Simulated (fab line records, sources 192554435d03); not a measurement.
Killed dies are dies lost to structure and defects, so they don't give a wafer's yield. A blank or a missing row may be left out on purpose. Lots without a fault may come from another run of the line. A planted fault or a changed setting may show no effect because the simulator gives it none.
fab line records | flow n5_finfet
record lots=10 wafers=25 last_day=19
route steps=1938 shown BEOL_M2@879 BEOL_M4@1111 PASSIVATION@1936
lots that met no fault: from a run of the same line without faults
start_h: hours from the record's first day to the start of the lot's first wafer shown | wait_h: hours since the lot's step before | " the same as in the row above | L1.1+2: a row that stands for several wafers | - no value, or no start given | * or withheld: withheld | < > ~ a bound
route shown NAME@n: a module of which the file shows steps, and the number in the route of the first | usual: mean/standard deviation of fault-free wafers | same: alike in all rows | chamber/n: place in a boat | sites: the reading at each site | _std_site: their standard deviation | _edge_site: outer sites' mean less inner sites' | radius_mm: how far each site lies from the wafer's centre | mask NAME#n: copy n | behind: the tool/chamber that last shaped the wafer | hold: why the lot was held/for how many hours/how that ended | device: the transistor (n, p or np) that didn't switch | end of line: the same wafers' tests at the end of the route | a step without rows: its recipe alone | killed: dies lost to structure and defects at the first sort, not the wafer's yield | map: a wafer's dies, x killed, . not, _ none there
set.NAME: the setting as run; set.NAME@STEP: as run at that earlier step | model.NAME: the simulator's own value behind a step, which no gauge read
steps of the route over a sample of lots; a table a step, a row a wafer
services: from which hour (start_h, from the record's first day; less than 0 if before it) a tool's chamber was out of use, for how many hours, and why
## steps
# step N5_BEOL_M2_DESCUM_33
# recipe chemistry=O2 time_s=7 source_power_w=50 bias_power_w=20 pressure_mtorr=20 rf_frequency_hz=2.712e+07 temp_c=40 resist=CAR-EUV o2_flow_sccm=225
# usual drypump_motor_current_A=5.7/0.45 oes_product_au=0.79/0.094 rf_vpp_V=243.5/1 showerhead_plenum_p_Torr=2.12/0.047 throttle_valve_pct=20.47/0.21
# columns lot.wafer tool chamber start_h wait_h drypump_motor_current_A oes_product_au rf_hours_counter_h rf_vpp_V showerhead_plenum_p_Torr throttle_valve_pct
L824.2 rie_diel-06 2 135.53 0.0 6.3 0.73 191 242.8 2.07 20.42
L824.3 " 1 " " 5.7 0.87 27 243.2 2.11 19.98
L824.5 " 3 " " 5.8 0.74 - 242.6 2.10 20.55
L826.2 rie_diel-02 3 162.70 0.0 6.4 0.97 8 245.0 2.23 20.25
L826.6 " 3 " " 6.4 0.95 - 244.2 2.23 20.25
L829.5 rie_diel-06 1 168.19 0.0 5.7 0.86 - 243.1 2.11 19.99
L829.6 " 2 " " 6.3 0.72 - 242.9 2.06 20.43
L831.1 rie_diel-02 0 185.24 0.0 5.1 0.69 227 244.4 2.16 20.83
L831.2 " 3 " " 6.4 0.94 14 244.7 2.23 20.26
L831.6 " 1 " " 5.0 0.70 - 240.9 2.07 20.53
L833.1 rie_diel-02 3 200.85 0.2 6.4 0.93 20 244.8 2.22 20.26
L833.6 " 3 " " 6.4 0.92 - 245.9 2.22 20.26
L836.2 rie_diel-05 1 211.65 0.0 5.4 0.73 181 243.8 2.07 20.61
L836.6 " 1 " " 5.4 0.73 - 243.1 2.07 20.64
L838.1 rie_diel-05 1 224.08 0.0 5.4 0.73 186 243.5 2.07 20.64
L838.6 " 2 " " 5.5 0.68 - 241.7 2.07 20.48
L842.1 rie_diel-02 1 262.57 0.2 5.0 0.68 255 241.1 2.06 20.56
L842.3 " 3 " " 6.4 0.89 47 243.9 2.21 20.28
L842.5 " 3 " " 6.4 0.87 - 244.8 2.21 20.32
L845.1 rie_diel-05 3 278.24 0.0 5.3 0.83 64 244.2 2.11 20.26
L845.3 " 1 " " 5.4 0.71 206 243.4 2.06 20.66
L845.4 " 3 " " 5.3 0.83 - 245.0 2.11 20.24
L846.1 rie_diel-02 2 285.49 0.0 5.8 0.82 83 242.9 2.12 20.43
L846.3 " 0 " " 5.2 0.93 8 244.1 2.14 20.40
L846.6 " 0 " " 5.2 0.92 - 245.0 2.15 20.41
# step N5_BEOL_M2_VIA_ETCH_34
# recipe chemistry=C4F6/O2 target_depth_a=694 mask_material=SOC pressure_mtorr=15 ion_energy_ev=250 taper_deg=4 time_s=65.9 source_w=350 bias_w=170 Ar_flow_sccm=300 C4F6_flow_sccm=10 O2_flow_sccm=10
# usual drypump_motor_current_A=5.7/0.43 oes_product_au=0.77/0.091 rf_vpp_V=660/10 run_length_s=89.2/0.33 showerhead_plenum_p_Torr=2.85/0.052 throttle_valve_pct=30.73/0.2
# columns lot.wafer tool chamber start_h wait_h drypump_motor_current_A oes_product_au rf_hours_counter_h rf_vpp_V run_length_s showerhead_plenum_p_Torr throttle_valve_pct
L824.2 rie_diel-02 3 151.63 0.0 6.4 0.98 3 668 88.6 3.00 30.30
L824.3 " 2 " " 5.8 0.86 34 649 89.2 2.88 30.57
L824.5 " 3 " " 6.4 0.98 - 667 88.5 3.00 30.28
L826.2 rie_diel-06 3 189.70 0.0 5.8 0.73 178 648 89.5 2.82 30.66
L826.6 " 2 " " 6.3 0.70 - 686 88.9 2.81 30.68
L829.5 rie_diel-06 0 200.57 0.0 5.8 0.89 - 672 89.8 2.87 30.81
L829.6 " 3 " " 5.8 0.73 - 647 89.1 2.82 30.66
L831.1 rie_diel-02 0 201.77 0.0 5.2 0.69 231 654 89.0 2.91 31.06
L831.2 " 3 " " 6.4 0.92 21 667 88.4 2.99 30.30
L831.6 " 0 " " 5.2 0.69 - 654 89.5 2.91 31.07
L836.2 rie_diel-02 1 224.57 0.0 5.0 0.69 240 658 89.7 2.82 30.91
L836.6 " 2 " " 5.8 0.83 - 648 92.6 2.87 30.60
L833.1 rie_diel-02 0 227.70 0.0 5.2 0.68 243 654 89.2 2.90 31.09
L833.6 " 1 " " 5.0 0.68 - 658 92.7 2.81 30.90
L838.1 rie_diel-02 3 231.34 0.0 6.4 0.89 34 669 88.5 2.98 30.33
L838.6 " 2 " " 5.8 0.82 - 648 93.1 2.87 30.62
L842.1 rie_diel-06 3 263.69 0.0 5.8 0.71 203 646 89.4 2.81 30.68
L842.3 " 0 " " 5.8 0.85 61 672 89.2 2.86 30.84
L842.5 " 2 " " 6.3 0.69 - 687 89.2 2.80 30.70
L845.1 rie_diel-05 1 287.31 0.0 5.4 0.71 210 657 88.8 2.79 30.81
L845.3 " 0 " " 6.2 0.68 208 667 89.0 2.81 31.01
L845.4 " 0 " " 6.2 0.68 - 667 89.0 2.81 31.00
L846.1 rie_diel-05 1 299.88 0.0 5.4 0.71 214 656 88.9 2.79 30.80
L846.3 " 2 " " 5.5 0.96 2 669 89.5 2.81 30.44
L846.6 " 1 " " 5.4 0.71 - 657 89.7 2.79 30.80
# step N5_BEOL_M2_STRIP_97
# recipe chemistry=N2/H2 time_s=10 power_w=450 temp_c=40 pressure_mtorr=20 rf_frequency_hz=6e+07 bias_power_w=7 n2_flow_sccm=200 h2_flow_sccm=200
# usual drypump_motor_current_A=5.7/0.42 n2_flow_sccm=200.0/0.61 oes_product_au=0.77/0.091 rf_vpp_V=59.2/0.95 showerhead_plenum_p_Torr=2.55/0.052 throttle_valve_pct=23.66/0.26
# columns lot.wafer tool chamber start_h wait_h drypump_motor_current_A n2_flow_sccm oes_product_au rf_hours_counter_h rf_vpp_V showerhead_plenum_p_Torr throttle_valve_pct
L824.2 rie_diel-02 3 - - 6.4 200.3 0.99 3 60.3 2.69 22.96
L824.3 " 2 " " 5.8 199.2 0.88 34 59.3 2.58 23.59
L824.5 " 3 " " 6.4 199.3 0.99 - 58.4 2.69 22.95
L826.2 rie_diel-06 3 - - 5.8 200.2 0.72 179 57.6 2.51 23.45
L826.6 " 2 " " 6.3 201.1 0.71 - 58.1 2.51 23.52
L829.5 rie_diel-06 0 - - 5.8 199.4 0.89 - 59.0 2.57 23.87
L829.6 " 3 " " 5.8 199.2 0.72 - 58.3 2.50 23.44
L831.1 rie_diel-02 0 - - 5.2 199.2 0.69 231 57.6 2.60 23.98
L831.2 " 3 " " 6.3 200.3 0.92 21 59.3 2.68 22.98
L831.6 " 0 " " 5.2 200.2 0.68 - 60.4 2.60 23.95
L836.2 rie_diel-02 1 - - 5.0 199.9 0.68 240 60.4 2.49 23.64
L836.6 " 2 " " 5.8 200.1 0.85 - 60.2 2.57 23.64
L833.1 rie_diel-02 0 - - 5.2 201.0 0.68 243 59.7 2.59 23.97
L833.6 " 1 " " 5.0 200.7 0.69 - 59.1 2.49 23.65
L838.1 rie_diel-02 3 - - 6.4 200.1 0.89 34 60.5 2.67 23.00
L838.6 " 2 " " 5.8 200.7 0.84 - 58.1 2.57 23.63
L842.1 rie_diel-06 3 - - 5.8 199.8 0.70 203 60.4 2.50 23.47
L842.3 " 0 " " 5.8 200.7 0.86 61 57.4 2.56 23.91
L842.5 " 2 " " 6.3 199.5 0.70 - 59.3 2.50 23.56
L845.1 rie_diel-05 1 - - 5.4 200.8 0.71 210 59.2 2.51 23.87
L845.3 " 0 " " 6.2 200.3 0.69 208 59.8 2.50 23.83
L845.4 " 0 " " 6.2 200.0 0.69 - 57.0 2.50 23.88
L846.1 rie_diel-05 1 - - 5.4 200.5 0.70 214 59.1 2.51 23.87
L846.3 " 2 " " 5.5 201.0 0.96 2 58.4 2.50 23.23
L846.6 " 1 " " 5.4 200.6 0.70 - 60.6 2.51 23.86
# step N5_BEOL_M2_ALD_84
# recipe material=TaN target_thk_a=* temp_c=275 ald_precursor_family=PDMAT ald_co_reactant=NH3 pressure_torr=3 carrier_flow_sccm=1500 pulse_time_s=2 purge_time_s=3 co_reactant_purge_time_s=2 co_reactant_pulse_time_s=3 ald_cycles=30 precursor_vessel_temp_c=75 precursor_vessel_pressure_torr=26.25 precursor_vessel_carrier_sccm=1000
# usual heater_power_w=401/42
# columns lot.wafer tool chamber start_h wait_h heater_power_w
L824.2 ald_metal-04 0 152.64 0.0 436
L824.3 " 1 " " 411
L824.5 " 1 " " 389
L826.2 ald_metal-02 2 190.59 0.1 342
L826.6 " 0 " " 455
L829.5 ald_metal-02 2 201.81 0.4 342
L829.6 " 3 " " 369
L831.1 ald_metal-02 0 202.43 0.0 439
L831.2 " 3 " " 366
L831.6 " 3 " " 379
L836.2 ald_metal-03 0 225.52 0.1 510
L836.6 " 0 " " 516
L833.1 ald_metal-02 0 229.01 0.0 442
L833.6 " 0 " " 440
L838.1 ald_metal-04 3 232.07 0.0 335
L838.6 " 2 " " 410
L842.1 ald_metal-02 0 264.36 0.0 435
L842.3 " 1 " " 403
L842.5 " 1 " " 404
L845.1 ald_metal-03 3 288.25 0.0 453
L845.3 " 2 " " 420
L845.4 " 0 " " 498
L846.1 ald_metal-04 1 300.73 0.1 396
L846.3 " 3 " " 328
L846.6 " 0 " " 445
# step N5_BEOL_M4_RC_MEAS_101
# usual DIBL_N=36.0/1.6 DIBL_P=35.8/2 IOFF_N=0.152/0.03 IOFF_P=0.20/0.031 ION_N=670/12 ION_P=459/7.4 SS_N=71.5/0.56 SS_P=73.2/0.64 VT_N=251/3.5 VT_P=-252/3.3
# columns lot.wafer tool chamber start_h wait_h DIBL_N[mV/V] DIBL_P[mV/V] IOFF_N[nA/um] IOFF_P[nA/um] ION_N[uA/um] ION_P[uA/um] SS_N[mV/dec] SS_P[mV/dec] VT_N[mV] VT_P[mV]
L824.2 prober-02 0 203.82 0.2 36.7 35.8 0.154 0.20 674 462 72.0 73.0 251 -253
L824.3 " 0 " " 36.7 35.5 0.141 0.19 657 454 71.0 73.0 254 -254
L824.5 " 0 " " 33.5 31.3 0.101 0.15 650 450 71.0 72.1 255 -256
L826.2 prober-01 0 214.81 0.2 36.7 37.3 0.176 0.21 670 452 71.8 73.2 251 -251
L826.6 " 0 " " 35.8 35.5 0.165 0.19 667 456 71.8 73.5 247 -254
L829.5 prober-02 0 239.46 0.6 36.8 37.0 0.170 0.20 665 449 71.2 73.4 247 -253
L829.6 " 0 " " 34.7 35.1 0.134 0.18 667 457 71.4 73.4 253 -252
L831.1 prober-01 0 245.94 0.0 34.2 33.1 0.111 0.15 654 447 71.0 71.8 257 -257
L831.2 " 0 " " 35.1 34.1 0.124 0.15 647 441 71.6 72.7 255 -255
L831.6 " 0 " " 36.6 36.1 0.150 0.18 663 451 72.1 73.1 251 -256
L833.1 prober-02 0 252.74 0.0 35.8 35.9 0.134 0.17 677 452 71.8 72.7 252 -258
L833.6 " 0 " " 36.3 36.2 0.141 0.17 662 451 71.6 73.2 253 -258
L836.2 prober-02 0 262.26 0.2 37.8 39.2 0.176 0.22 676 456 71.8 73.7 249 -252
L836.6 " 0 " " 37.5 38.8 0.176 0.21 679 458 72.1 73.5 249 -252
L838.1 prober-02 0 284.35 0.0 34.7 33.2 0.122 0.15 658 452 71.2 73.1 254 -257
L838.6 " 0 " " 36.8 35.7 0.154 0.19 667 452 71.9 73.5 252 -252
L842.1 prober-02 0 317.40 0.0 35.8 34.9 0.155 0.19 680 462 71.8 72.8 249 -252
L842.3 " 0 " " 33.6 31.3 0.109 0.14 653 449 71.5 73.0 257 -256
L842.5 " 0 " " 34.9 33.4 0.135 0.17 674 463 71.9 72.8 250 -253
L845.1 prober-01 0 342.77 0.0 35.3 36.1 0.156 0.23 681 467 71.0 73.7 248 -249
L845.3 " 0 " " 35.7 36.1 0.171 0.22 677 468 71.2 74.0 249 -250
L845.4 " 0 " " 37.0 37.1 0.177 0.23 676 465 71.9 74.4 251 -250
L846.1 prober-02 0 347.34 0.0 34.3 34.4 0.129 0.17 655 454 70.4 72.7 250 -253
L846.3 " 0 " " 31.8 30.1 0.087 0.11 632 435 71.7 71.6 259 -261
L846.6 " 0 " " 33.2 32.1 0.113 0.14 658 449 71.2 72.2 255 -258
# step N5_PASSIVATION_PROBE_49
# usual defect_limited_yield=91.6/1.4 killed_at_M0_to_M3=33/10 killed_at_M4_up=13/5.3 killed_at_contacts=13/5.9 killed_at_front_end=36/12 killed_at_other=4/3.1 killed_dies=99/16 killed_open=65/13 killed_short=32/7.3 sort_bin_5_function=4.9/0.9 sort_bin_6_memory=3.1/0.66 sort_bin_8_speed=0.0/0.42 sort_n_pass=1081/17 sort_yield_pct=91.6/1.4
# same gross_dies=1180 killed_at_back_side=0 sort_bin_4_leakage[%]=0
# columns lot.wafer tool chamber start_h wait_h defect_limited_yield[%] killed_at_M0_to_M3 killed_at_M4_up killed_at_contacts killed_at_front_end killed_at_other killed_dies killed_open killed_short sort_bin_5_function[%] sort_bin_6_memory[%] sort_bin_8_speed[%] sort_n_pass sort_yield_pct[%]
L836.2 prober-02 - 365.97 0.1 90.8 37 20 12 37 2 108 83 24 6.4 2.6 0 1072 90.8
L836.6 prober-02 - 366.17 0.3 90.3 28 15 13 58 1 115 77 31 5.9 3.0 0 1065 90.3
# killed by level:class
L836.2 BEOL_M3:geometric_particle:open=14 MOL_CONTACT_COAG:geometric_particle:open=12 BEOL_M4:geometric_particle:open=10 BEOL_M0_SAQP:geometric_particle:open=9 GATE_CUT:geometric_particle:open=8 GATE_CUT:geometric_particle:short=7 DUMMY_GATE:geometric_particle:open=5 FIN_SAQP:geometric_particle:open=4
L836.6 FIN_SAQP:geometric_particle:open=18 BEOL_M3:geometric_particle:open=14 FIN_SAQP:geometric_particle:short=11 DUMMY_GATE:geometric_particle:open=9 MOL_CONTACT_COAG:geometric_particle:open=9 STI_FIN_REVEAL:geometric_particle:open=7 BEOL_M3:geometric_particle:short=7 BEOL_M4:geometric_particle:open=7
## services
# columns tool chamber start_h hours kind
rie_diel-02 3 114.42 - clean
rie_diel-02 3 114.42 - consumable_replace:focus_ring
rie_diel-02 3 114.42 - consumable_replace:showerhead
rie_diel-02 3 114.42 17.7 scheduled_down
rie_diel-02 3 114.42 17.7 vent_cycle
ald_metal-04 - 115.64 0.8 repair
rie_diel-05 3 118.81 5.5 repair
ald_metal-02 3 143.51 13.5 repair
rie_diel-02 0 153.84 5.9 repair
rie_diel-02 1 156.34 5.9 repair
ald_metal-02 - 159.49 8.7 pm
ald_metal-03 1 172.90 21.4 repair
rie_diel-02 0 190.66 4.0 repair
ald_metal-04 - 200.56 1.5 repair
rie_diel-02 2 212.97 7.8 repair
rie_diel-02 0 233.99 1.9 repair
ald_metal-03 - 241.33 28.1 pm
ald_metal-02 3 248.53 27.0 repair
rie_diel-02 0 250.82 - clean
rie_diel-02 0 250.82 - consumable_replace:focus_ring
rie_diel-02 0 250.82 18.0 scheduled_down
rie_diel-02 0 250.82 18.0 vent_cycle
rie_diel-02 1 269.00 - clean
rie_diel-02 2 274.60 2.7 repair
## key
first_sign step=N5_BEOL_M2_VIA_ETCH_34 reading=run_length_s direction=up sigmas=11 usual=* struck=*
effect none on later readings
met_at N5_BEOL_M2_VIA_ETCH_34
struck_lots L833,L836,L838
struck_wafers L833.6,L836.6,L838.6
not_acting_at N5_BEOL_M2_DESCUM_33,N5_BEOL_M2_STRIP_97,N5_BEOL_M2_ALD_84
onset_between 201.77 224.57
fault kind=process_parameter_drift tool=rie_diel-02 chamber=- onset_h=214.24 steps=N5_BEOL_M2_VIA_ETCH_34 channel=time_s offset=* shape=step end_h=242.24 scope=struck_wafers_only acts_in=* stated=*
